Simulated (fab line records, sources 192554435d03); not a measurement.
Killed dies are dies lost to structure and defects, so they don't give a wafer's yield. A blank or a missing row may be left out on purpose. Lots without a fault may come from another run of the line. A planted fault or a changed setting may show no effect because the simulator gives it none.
Chamber matching | flow n5_finfet | N5_BEOL_M14_DESCUM_33 on rie_diel-04: 4 sister chambers
The step chemistry O2, time 7.9 s. 36 wafers are shown with their chamber, then 12 later ones without.

WAFERS WITH THEIR CHAMBER
wafer  | chamber | showerhead_plenum_p_Torr (Torr) | drypump_motor_current_A (A) | throttle_valve_pct (%)
L074.1 | 2       | 2.05                            | 5.1                         | 20.54
L074.3 | 1       | 2.03                            | 5.6                         | 20.60
L074.5 | 0       | 2.22                            | 6.1                         | 20.28
L075.2 | 0       | 2.22                            | 6.1                         | 20.28
L075.4 | 1       | 2.02                            | 5.5                         | 20.61
L075.5 | 1       | 2.02                            | 5.5                         | 20.61
L077.1 | 1       | 2.02                            | 5.5                         | 20.62
L077.2 | 3       | 2.14                            | 5.1                         | 20.32
L077.3 | 0       | 2.22                            | 6.1                         | 20.30
L077.4 | 1       | 2.02                            | 5.6                         | 20.62
L077.5 | 3       | 2.14                            | 5.2                         | 20.33
L077.6 | 0       | 2.22                            | 6.1                         | 20.28
L078.4 | 0       | 2.21                            | 6.1                         | 20.30
L078.5 | 1       | 2.02                            | 5.6                         | 20.60
L078.6 | 2       | 2.05                            | 5.1                         | 20.10
L080.3 | 0       | 2.21                            | 6.1                         | 20.31
L080.4 | 3       | 2.14                            | 5.1                         | 20.35
L080.5 | 1       | 2.02                            | 5.5                         | 20.63
L083.2 | 1       | 2.01                            | 5.5                         | 20.65
L083.3 | 3       | 2.13                            | 5.1                         | 20.37
L083.4 | 2       | 2.04                            | 5.2                         | 20.13
L084.1 | 1       | 2.01                            | 5.5                         | 20.67
L084.2 | 3       | 2.13                            | 5.1                         | 20.39
L084.3 | 2       | 2.04                            | 5.1                         | 20.15
L084.4 | 2       | 2.04                            | 5.2                         | 20.13
L084.5 | 1       | 2.01                            | 5.6                         | 20.66
L084.6 | 3       | 2.13                            | 5.1                         | 20.39
L086.1 | 1       | 2.01                            | 5.6                         | 20.67
L086.2 | 2       | 2.04                            | 5.1                         | 20.15
L086.3 | 3       | 2.13                            | 5.1                         | 20.39
L086.4 | 3       | 2.13                            | 5.1                         | 20.40
L086.5 | 1       | 2.01                            | 5.6                         | 20.66
L086.6 | 2       | 2.04                            | 5.2                         | 20.13
L087.2 | 0       | 2.20                            | 6.1                         | 20.34
L087.4 | 3       | 2.13                            | 5.1                         | 20.39
L087.6 | 3       | 2.13                            | 5.1                         | 20.39

SIGNATURES (means of the wafers above)
reading                  | chamber 0 | chamber 1 | chamber 2 | chamber 3 | scatter within a chamber
showerhead_plenum_p_Torr | 2.2143    | 2.0167    | 2.0429    | 2.1330    | 0.0061
drypump_motor_current_A  | 6.100     | 5.550     | 5.143     | 5.110     | 0.0419
throttle_valve_pct       | 20.2986   | 20.6333   | 20.1900   | 20.3720   | 0.0714
Rule: a wafer's distance from a chamber is the root of the sum, over the readings, of the square of ((its reading less the chamber's mean) divided by the reading's scatter). The wafer belongs to the nearest chamber; if the next one is less than 2 further off, it can't be placed. The scatter: the root of (the sum of the squares of (reading less its chamber's mean) over the shown wafers, divided by (wafers less chambers)).

WAFERS WITHOUT THEIR CHAMBER
wafer  | showerhead_plenum_p_Torr (Torr) | drypump_motor_current_A (A) | throttle_valve_pct (%)
L092.1 | 2.03                            | 5.2                         | 20.17
L092.2 | 2.20                            | 6.1                         | 20.37
L092.5 | 2.01                            | 5.6                         | 20.69
L094.1 | 2.20                            | 6.1                         | 20.36
L094.5 | 2.00                            | 5.5                         | 20.70
L094.6 | 2.03                            | 5.2                         | 20.17
L082.1 | 2.03                            | 5.2                         | 20.20
L082.3 | 2.20                            | 6.1                         | 20.37
L082.6 | 2.03                            | 5.2                         | 20.19
L093.1 | 2.00                            | 5.6                         | 20.72
L093.4 | 2.12                            | 5.1                         | 20.44
L093.5 | 2.00                            | 5.6                         | 20.72

WHICH CHAMBER EACH WENT THROUGH
wafer  | from the rows above | in truth
L092.1 | 2                   | 2
L092.2 | 0                   | 0
L092.5 | 1                   | 1
L094.1 | 0                   | 0
L094.5 | 1                   | 1
L094.6 | 2                   | 2
L082.1 | 2                   | 2
L082.3 | 0                   | 0
L082.6 | 2                   | 2
L093.1 | 1                   | 1
L093.4 | 3                   | 3
L093.5 | 1                   | 1
Placed correctly: 12 of 12. Can't be placed from these rows: 0. Placed wrongly: 0.
